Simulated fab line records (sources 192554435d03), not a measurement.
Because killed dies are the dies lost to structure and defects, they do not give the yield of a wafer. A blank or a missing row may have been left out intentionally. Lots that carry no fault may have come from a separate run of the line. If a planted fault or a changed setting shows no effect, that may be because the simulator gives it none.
2 desks looking at one fault :: flow n5-finfet :: only its own numbers are on each desk; what lay behind them is given at the end

## FOR THE TOOL OWNER'S DESK: ald-sin-04
The tool's own readings at N5_BEOL_M3_ALD_98 (deposits SiO2, target thk 2.5 nm, pulse time 1 s, co reactant pulse time 1 s): means of the sampled wafers that have a number, for each lot that ran on this tool. The brackets show how far a lot's mean lies from the usual mean; more than 4 standard deviations puts the lot out of limits, marked OUT.
Columns: A = heater-power-w at N5_BEOL_M3_ALD_98, usual 81 W; B = precursor-pulse-height-rel at N5_BEOL_M3_ALD_98, usual 1.002
lot: L646
first seen here: day 9 07:56
A: 78
B: 1.016

lot: L647
first seen here: day 9 21:28
A: 77
B: 1.020

lot: L651
first seen here: day 10 12:32
A: 80
B: 0.978

lot: L652
first seen here: day 11 01:39
A: 72
B: 0.981

lot: L662
first seen here: day 13 15:53
A: 74
B: 0.994
This desk found nothing out of limits on any of the 5 lots.

## AT THE METROLOGY DESK
What the gauges read for every lot (on any tool): the sampled wafers with a number, averaged. The brackets show how far a lot's mean lies from the usual mean; more than 4 standard deviations puts the lot out of limits, marked OUT. It has 12 readings; the 7 that lie furthest out on some lot are the ones shown.
Columns: A = cd-nm at N5_BEOL_M3_CD_MEAS_18, usual 18.1 nm; B = DIBL_N at N5_BEOL_M4_RC_MEAS_101, usual 37.7 mV/V; C = ION_N at N5_BEOL_M4_RC_MEAS_101, usual 681 uA/um; D = ION_P at N5_BEOL_M4_RC_MEAS_101, usual 463 uA/um; E = SS_N at N5_BEOL_M4_RC_MEAS_101, usual 71.9 mV/dec; F = SS_P at N5_BEOL_M4_RC_MEAS_101, usual 73.6 mV/dec; G = VT_P at N5_BEOL_M4_RC_MEAS_101, usual -249 mV
lot: L646
first seen here: day 9 07:06
A: 18.2
B: 40.5
C: 694
D: 476
E: 72.5
F: 74.0
G: -249

lot: L647
first seen here: day 9 20:54
A: 17.9
B: 37.7
C: 686
D: 460
E: 71.3
F: 73.3
G: -252

lot: L648
first seen here: day 9 23:38
A: 18.0
B: 38.3
C: 671
D: 450
E: 72.4
F: 73.4
G: -253

lot: L651
first seen here: day 10 11:40
A: 18.0
B: 39.4
C: 674
D: 457
E: 72.4
F: 73.9
G: -249

lot: L650
first seen here: day 10 18:41
A: 18.4
B: 37.8
C: 692
D: 470
E: 72.3
F: 74.6
G: -248

lot: L652
first seen here: day 11 01:05
A: 18.2
B: 37.6
C: 685
D: 463
E: 72.7
F: 74.1
G: -252

lot: L659
first seen here: day 12 14:23
A: 18.4
B: 38.7
C: 682
D: 472
E: 71.7
F: 73.9
G: -247

lot: L662
first seen here: day 13 15:11
A: 17.8
B: 38.2
C: 674
D: 461
E: 71.5
F: 73.7
G: -250

lot: L665
first seen here: day 14 10:41
A: 17.7
B: 36.8
C: 678
D: 462
E: 71.9
F: 73.5
G: -249

lot: L667
first seen here: day 14 21:58
A: 17.5
B: 35.6
C: 676
D: 466
E: 71.5
F: 73.5
G: -247
This desk found nothing out of limits on any of the 10 lots.

## PUT TOGETHER
Nothing out of limits was seen by the tool owner's desk.
The metrology desk saw nothing out of limits.

## WHAT THE SIMULATOR PUT IN
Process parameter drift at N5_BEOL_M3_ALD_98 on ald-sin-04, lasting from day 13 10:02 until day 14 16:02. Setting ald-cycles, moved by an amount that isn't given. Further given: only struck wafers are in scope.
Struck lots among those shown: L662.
